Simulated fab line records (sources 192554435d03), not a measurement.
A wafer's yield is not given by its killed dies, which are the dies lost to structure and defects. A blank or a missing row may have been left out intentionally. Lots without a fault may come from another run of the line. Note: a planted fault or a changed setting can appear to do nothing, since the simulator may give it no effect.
Chamber matching + flow n5-finfet + rie-diel-04 running N5_BEOL_M6_DESCUM_33: 4 sister chambers
The step chemistry O2, time 7 s. 8 wafers are shown with their chamber, then 8 later ones without.

## WAFERS, EACH WITH ITS CHAMBER
| wafer  | chamber | throttle-valve-pct (%) | showerhead-plenum-p-Torr (Torr) |
|--------|---------|------------------------|---------------------------------|
| L083.1 | 3       | 19.81                  | 2.24                            |
| L083.6 | 1       | 20.19                  | 2.13                            |
| L084.3 | 0       | 20.55                  | 2.20                            |
| L084.6 | 2       | 20.33                  | 2.18                            |
| L091.2 | 0       | 20.58                  | 2.19                            |
| L091.3 | 3       | 19.84                  | 2.23                            |
| L091.5 | 1       | 20.18                  | 2.12                            |
| L093.3 | 2       | 20.35                  | 2.18                            |

## WAFERS WITHOUT THEIR CHAMBER
| wafer  | throttle-valve-pct (%) | showerhead-plenum-p-Torr (Torr) |
|--------|------------------------|---------------------------------|
| L093.5 | 20.19                  | 2.12                            |
| L093.6 | 20.58                  | 2.19                            |
| L092.1 | 19.84                  | 2.23                            |
| L092.2 | 20.21                  | 2.12                            |
| L092.5 | 20.58                  | 2.19                            |
| L095.2 | 19.86                  | 2.23                            |
| L095.5 | 19.87                  | 2.23                            |
| L095.6 | 20.38                  | 2.17                            |

## WHICH CHAMBER EACH ONE RAN IN
| wafer  | from the rows above | in truth |
|--------|---------------------|----------|
| L093.5 | 1                   | 1        |
| L093.6 | 0                   | 0        |
| L092.1 | 3                   | 3        |
| L092.2 | 1                   | 1        |
| L092.5 | 0                   | 0        |
| L095.2 | 3                   | 3        |
| L095.5 | 3                   | 3        |
| L095.6 | 2                   | 2        |
Correct placement for 8 of the 8. Can't be placed from these rows: 0. Wrongly placed: 0.
How it was worked out, from the rows above alone: a wafer's distance from a chamber is the root of the sum, over the readings, of the square of ((its reading less the chamber's mean) divided by the reading's scatter). If the next closest chamber is less than 2 further off than the closest, the wafer can't be placed; otherwise it belongs to the closest. For every chamber, the mean is computed from those of its wafers that are shown. The scatter: the root of (the sum of the squares of (reading less its chamber's mean) over the shown wafers, divided by (wafers less chambers)).
